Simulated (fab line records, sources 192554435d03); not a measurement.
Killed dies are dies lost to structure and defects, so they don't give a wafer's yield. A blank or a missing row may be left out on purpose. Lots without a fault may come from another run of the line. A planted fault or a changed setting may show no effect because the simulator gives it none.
Problem report in the 8D (eight disciplines) form, filled by code | flow n5_finfet | the parts of the form that need people (team, actions taken, sign-off) are left out

1. THE PROBLEM
etch_rf_on_time_s at N5_HKMG_FIN_ETCH_31 reads a mean of 52.7 s on 5 wafers of 3 lots; wafers without a fault read 75.6 s with a standard deviation of 1.1. That is -21 standard deviations from the usual mean.
The step: etches SiARC in CF4, target depth 45.5 nm, time 75.8 s.
First seen on wafer L604.1, day 8 20:56, on rie_diel-01. The record holds 27 wafers of 10 lots with a number at this step. Rule for "out", or "out of limits": more than 4 standard deviations from the usual mean. The other wafers with a number count as sound.

2. WHAT IT IS AND WHAT IT IS NOT
question                    | is                                     | is not
which readings at this step | etch_rf_on_time_s                      | drypump_motor_current_A, rf_vpp_V, showerhead_plenum_p_Torr, throttle_valve_pct
which lots                  | L604, L605, L607                       | L585, L586, L590, L594, L596, L602, L606
which wafers of those lots  | L604.1, L605.1, L605.3, L607.1, L607.3 | L604.6
read on which tools         | rie_diel-01                            | rie_diel-02, rie_diel-06
when                        | from day 8 20:56                       | up to then (19 sound wafers); but 3 sound wafers of L606 came after

3. SUSPECTS, AND WHAT RULES EACH OUT
Counting: a tool at a process step up to the reading stays a suspect if it ran every lot that is out. Sound lots after the first of them don't rule it out here, since some wafers of a struck lot are sound.
- rie_diel-01 at N5_HKMG_FIN_ETCH_31 (etches SiARC in CF4, target depth 45.5 nm, time 75.8 s): kept. It ran every lot that is out, first L604 (day 8 20:56); its last sound lot up to then is L602 (day 8 09:43). Its own readings are out on those wafers: etch_rf_on_time_s.
Left after counting: rie_diel-01 at N5_HKMG_FIN_ETCH_31.

4. THE CAUSE (what the simulator had put in)
Process parameter drift: rie_diel-01, from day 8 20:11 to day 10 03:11, at N5_HKMG_FIN_ETCH_31. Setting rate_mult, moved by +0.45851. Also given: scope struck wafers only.
Counting left only this tool.

5. THE CHAIN OF EFFECTS, in route order
Each row: a reading whose mean over the struck wafers that have a number lies more than 3 standard deviations from the usual. Only readings for which the record gives a usual standard deviation are gone through. hours: the time from each lot's start at the first step in this table that gives one to its start at this step, as a median over the lots. sigmas: the change in usual standard deviations.
hours | step                | reading           | usual  | on struck wafers | change | sigmas
0     | N5_HKMG_FIN_ETCH_31 | etch_rf_on_time_s | 75.6 s | 52.7             | -22.9  | -21
The process steps in it:
- N5_HKMG_FIN_ETCH_31: etches SiARC in CF4, target depth 45.5 nm, time 75.8 s.
Later measuring or inspecting steps at which every struck wafer that the step has a row for has a number for every such reading, and none has moved that far: N5_BEOL_M4_RC_MEAS_101.

6. WHAT WOULD HAVE CAUGHT IT SOONER
In this record the first reading out of limits was taken at day 8 20:56, 1 hour after the fault began at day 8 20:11.
